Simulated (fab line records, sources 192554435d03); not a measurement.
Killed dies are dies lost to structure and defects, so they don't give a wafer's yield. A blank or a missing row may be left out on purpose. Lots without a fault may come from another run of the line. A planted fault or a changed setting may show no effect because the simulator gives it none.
Which tool did it? | flow n5_finfet | 11 lots, 31 wafers sampled, at 5 steps of a route of 1938

WHAT THE GAUGES READ, wafer by wafer
N5_DUMMY_REMOVAL_INSPECT_06: inspects for defects (brightfield). Usual: raw_defect_count 12, standard deviation 4.6.
lot  | measured    | on                | raw_defect_count | flag
L769 | day 3 20:52 | defect_inspect-02 | 8 11 11          |
L770 | day 4 06:32 | defect_inspect-02 | 7 5 7            |
L771 | day 4 11:18 | defect_inspect-01 | 8 6 14           |
L773 | day 4 22:01 | defect_inspect-01 | 15 26 20         |
L774 | day 5 05:28 | defect_inspect-02 | 9 5 9            |
L775 | day 5 11:28 | defect_inspect-02 | 12 7             |
L777 | day 6 01:25 | defect_inspect-01 | 4 16 11          |
L780 | day 6 17:19 | defect_inspect-01 | 12 4             |
L781 | day 7 00:45 | defect_inspect-01 | 19 21 15         |
L790 | day 9 02:13 | defect_inspect-02 | 14 6 12          |
L792 | day 9 19:34 | defect_inspect-02 | 17 20 15         |

N5_BEOL_M4_RC_MEAS_101. Usual: DIBL_N 36.0 mV/V, standard deviation 1.6; DIBL_P 35.8 mV/V, standard deviation 2; IOFF_N 0.152 nA/um, standard deviation 0.03; IOFF_P 0.20 nA/um, standard deviation 0.031; ION_N 670 uA/um, standard deviation 12; ION_P 459 uA/um, standard deviation 7.4; SS_N 71.5 mV/dec, standard deviation 0.56; SS_P 73.2 mV/dec, standard deviation 0.64; VT_N 251 mV, standard deviation 3.5; VT_P -252 mV, standard deviation 3.3.
lot  | measured     | on        | DIBL_N (mV/V)  | DIBL_P (mV/V)  | IOFF_N (nA/um)    | IOFF_P (nA/um) | ION_N (uA/um) | ION_P (uA/um) | SS_N (mV/dec)  | SS_P (mV/dec)  | VT_N (mV)   | VT_P (mV)      | flag
L769 | day 9 08:02  | prober-02 | 36.5 36.4 35.1 | 36.9 36.1 35.6 | 0.170 0.159 0.143 | 0.23 0.22 0.22 | 681 664 675   | 467 457 469   | 72.2 72.2 72.0 | 73.9 73.9 73.2 | 246 251 252 | -247 -246 -246 |
L770 | day 9 11:49  | prober-02 | 36.7 36.7 33.5 | 35.8 35.5 31.3 | 0.154 0.141 0.101 | 0.20 0.19 0.15 | 674 657 650   | 462 454 450   | 72.0 71.0 71.0 | 73.0 73.0 72.1 | 251 254 255 | -253 -254 -256 |
L771 | day 9 13:56  | prober-02 | 37.0 35.3 35.9 | 37.4 34.5 34.9 | 0.162 0.136 0.135 | 0.21 0.17 0.18 | 683 675 659   | 468 464 451   | 70.9 71.0 70.8 | 74.1 72.6 73.1 | 248 249 252 | -250 -253 -255 |
L773 | day 10 03:13 | prober-01 | 37.4 35.9 37.2 | 36.7 35.6 37.0 | 0.151 0.125 0.155 | 0.20 0.18 0.20 | 674 656 680   | 461 455 463   | 71.8 71.3 72.1 | 73.6 73.2 73.6 | 253 255 250 | -252 -250 -253 |
L774 | day 10 22:27 | prober-01 | 33.6 36.9 34.7 | 34.2 38.5 35.2 | 0.113 0.172 0.136 | 0.19 0.26 0.21 | 644 676 673   | 456 473 473   | 71.4 71.7 71.2 | 72.4 73.6 72.9 | 255 248 253 | -247 -245 -248 |
L775 | day 10 23:28 | prober-02 | 36.8 34.7      | 37.0 35.1      | 0.170 0.134       | 0.20 0.18      | 665 667       | 449 457       | 71.2 71.4      | 73.4 73.4      | 247 253     | -253 -252      |
L777 | day 11 05:56 | prober-01 | 34.2 35.1 36.6 | 33.1 34.1 36.1 | 0.111 0.124 0.150 | 0.15 0.15 0.18 | 654 647 663   | 447 441 451   | 71.0 71.6 72.1 | 71.8 72.7 73.1 | 257 255 251 | -257 -255 -256 |
L780 | day 12 11:36 | prober-01 | 35.9 37.3      | 34.7 37.2      | 0.117 0.154       | 0.17 0.21      | 644 669       | 445 456       | 71.8 72.3      | 72.6 73.1      | 261 253     | -257 -252      |
L781 | day 12 17:02 | prober-02 | 34.5 36.3 40.9 | 32.2 34.5 40.2 | 0.114 0.143 0.233 | 0.14 0.17 0.25 | 664 661 689   | 451 451 461   | 71.0 70.6 72.9 | 72.1 72.8 74.1 | 250 248 242 | -257 -253 -250 |
L790 | day 14 03:56 | prober-02 | 35.4 35.7 38.8 | 35.1 37.0 40.0 | 0.126 0.139 0.190 | 0.16 0.18 0.23 | 651 671 671   | 441 461 449   | 71.2 71.3 72.2 | 72.9 73.1 74.8 | 253 253 247 | -254 -252 -251 |
L792 | day 15 11:20 | prober-02 | 34.3 31.8 33.2 | 34.4 30.1 32.1 | 0.129 0.087 0.113 | 0.17 0.11 0.14 | 655 632 658   | 454 435 449   | 70.4 71.7 71.2 | 72.7 71.6 72.2 | 250 259 255 | -253 -261 -258 |

WHICH TOOL RAN EACH LOT (tool, then ch and the chambers of the sampled wafers, then the start)
lot  | N5_SDB_HM_DEP_00               | N5_DUMMY_REMOVAL_PRECLEAN_08       | N5_HKMG_FIN_ALD_74
L769 | pecvd-01 ch 0,2, day 3 16:13   | remote_plasma-01 ch 1, day 3 20:57 | ald_hk-02 ch 1,2,3, day 3 21:37
L770 | pecvd-01 ch 1,2, day 4 01:32   | remote_plasma-02 ch 0, day 4 06:37 | ald_hk-02 ch 0,1,3, day 4 07:18
L771 | pecvd-03 ch 0,1, day 4 06:41   | remote_plasma-01 ch 0, day 4 11:20 | ald_hk-03 ch 0,2,3, day 4 12:11
L773 | pecvd-01 ch 1,2, day 4 17:17   | remote_plasma-01 ch 0, day 4 22:04 | ald_hk-01 ch 0,2,3, day 4 22:47
L774 | pecvd-04 ch 0,2, day 5 00:58   | remote_plasma-01 ch 0, day 5 05:30 | ald_hk-02 ch 0,2, day 5 06:25
L775 | pecvd-01 ch 0,2, day 5 06:23   | remote_plasma-01 ch 0, day 5 11:37 | ald_hk-01 ch 0,1, day 5 12:29
L777 | pecvd-04 ch 0,1,2, day 5 20:37 | remote_plasma-02 ch 1, day 6 01:28 | ald_hk-02 ch 1,2,3, day 6 02:19
L780 | pecvd-01 ch 0,2, day 6 12:34   | remote_plasma-02 ch 0, day 6 17:21 | ald_hk-01 ch 1,2, day 6 18:04
L781 | pecvd-04 ch 1,2, day 6 20:08   | remote_plasma-02 ch 0, day 7 00:47 | ald_hk-03 ch 1,2, day 7 01:41
L790 | pecvd-03 ch 0,2, day 8 21:33   | remote_plasma-01 ch 0, day 9 02:16 | ald_hk-01 ch 2,3, day 9 03:01
L792 | pecvd-03 ch 1,2, day 9 14:55   | remote_plasma-02 ch 0, day 9 19:36 | ald_hk-03 ch 0,2, day 9 20:20
- N5_SDB_HM_DEP_00: deposits SiNx from SiH4/NH3/N2, target thk 40 nm, time 35.3 s.
- N5_DUMMY_REMOVAL_PRECLEAN_08: cleans in NF3:NH3, afs cycles 2, time 20 s, sublimation time 60 s.
- N5_HKMG_FIN_ALD_74: deposits La2O3, target thk 0.5 nm, pulse time 6 s, co reactant pulse time 1 s.

WHAT THE TOOLS THEMSELVES READ (means of the sampled wafers that have a number; where no wafer has one, the mark that the record gives instead)
N5_SDB_HM_DEP_00. Usual: heater_power_w 742 W, standard deviation 70; showerhead_plenum_p_Torr 5.15 Torr, standard deviation 0.07; susceptor_temp_C 400.02 C, standard deviation 0.22; throttle_valve_pct 41.4 %, standard deviation 2.3.
lot  | tool     | heater_power_w (W) | showerhead_plenum_p_Torr (Torr) | susceptor_temp_C (C) | throttle_valve_pct (%) | flag
L769 | pecvd-01 | 774                | 5.06                            | 400.18               | 44.1                   |
L770 | pecvd-01 | 782                | 5.17                            | 399.79               | 42.3                   |
L771 | pecvd-03 | 755                | 5.14                            | 400.01               | 41.6                   |
L773 | pecvd-01 | 839                | 5.16                            | 400.01               | 42.2                   |
L774 | pecvd-04 | 734                | 5.16                            | 400.07               | 41.1                   |
L775 | pecvd-01 | 789                | 5.08                            | 399.81               | 43.5                   |
L777 | pecvd-04 | 725                | 5.16                            | 400.12               | 40.5                   |
L780 | pecvd-01 | 799                | 5.08                            | 400.10               | 43.6                   |
L781 | pecvd-04 | 803                | 5.10                            | 400.11               | 39.0                   |
L790 | pecvd-03 | 715                | 5.15                            | 400.31               | 39.7                   |
L792 | pecvd-03 | 685                | 5.15                            | 399.84               | 40.7                   |

N5_DUMMY_REMOVAL_PRECLEAN_08. Usual: sublimation_temp_c 180.00 C, standard deviation 0.15.
lot  | tool             | sublimation_temp_c (C) | flag
L769 | remote_plasma-01 | 180.14                 |
L770 | remote_plasma-02 | 180.09                 |
L771 | remote_plasma-01 | 180.00                 |
L773 | remote_plasma-01 | 179.94                 |
L774 | remote_plasma-01 | 179.99                 |
L775 | remote_plasma-01 | 180.03                 |
L777 | remote_plasma-02 | 180.14                 |
L780 | remote_plasma-02 | 179.69                 |
L781 | remote_plasma-02 | 180.04                 |
L790 | remote_plasma-01 | 179.98                 |
L792 | remote_plasma-02 | 180.13                 |

N5_HKMG_FIN_ALD_74. Usual: heater_power_w 350 W, standard deviation 35; precursor_pulse_height_rel 1.002, standard deviation 0.022; susceptor_temp_C 250.02 C, standard deviation 0.17.
lot  | tool      | heater_power_w (W) | precursor_pulse_height_rel | susceptor_temp_C (C) | flag
L769 | ald_hk-02 | 359                | 0.996                      | 250.03               |
L770 | ald_hk-02 | 368                | 0.974                      | 249.73               |
L771 | ald_hk-03 | 332                | 0.996                      | 250.21               |
L773 | ald_hk-01 | 359                | 1.005                      | 250.18               |
L774 | ald_hk-02 | 370                | 0.999                      | 250.05               |
L775 | ald_hk-01 | 328                | 0.998                      | 250.02               |
L777 | ald_hk-02 | 360                | 1.005                      | 249.84               |
L780 | ald_hk-01 | 308                | 1.011                      | 249.97               |
L781 | ald_hk-03 | 316                | 1.002                      | 250.13               |
L790 | ald_hk-01 | 362                | 1.022                      | 250.07               |
L792 | ald_hk-03 | 320                | 1.030                      | 250.12               |

THE ANSWER, worked out from the rows above alone
Rule: a lot is off if the mean of its wafers that have a number lies more than 3 standard deviations from the usual mean. A lot without any number at a reading at which 4 lots or more have one is off too. The other lots that the step has rows for count as sound. The gauges are gone through in route order, then the tools' own readings, and for those a lot's mean is taken as printed above. The first step at which some lot is off is used, and at that step the reading that is off furthest; a lot without a number counts as furthest.
No lot is off at any reading shown: from this, nothing can be told.

WHAT THE SIMULATOR HAD PUT IN
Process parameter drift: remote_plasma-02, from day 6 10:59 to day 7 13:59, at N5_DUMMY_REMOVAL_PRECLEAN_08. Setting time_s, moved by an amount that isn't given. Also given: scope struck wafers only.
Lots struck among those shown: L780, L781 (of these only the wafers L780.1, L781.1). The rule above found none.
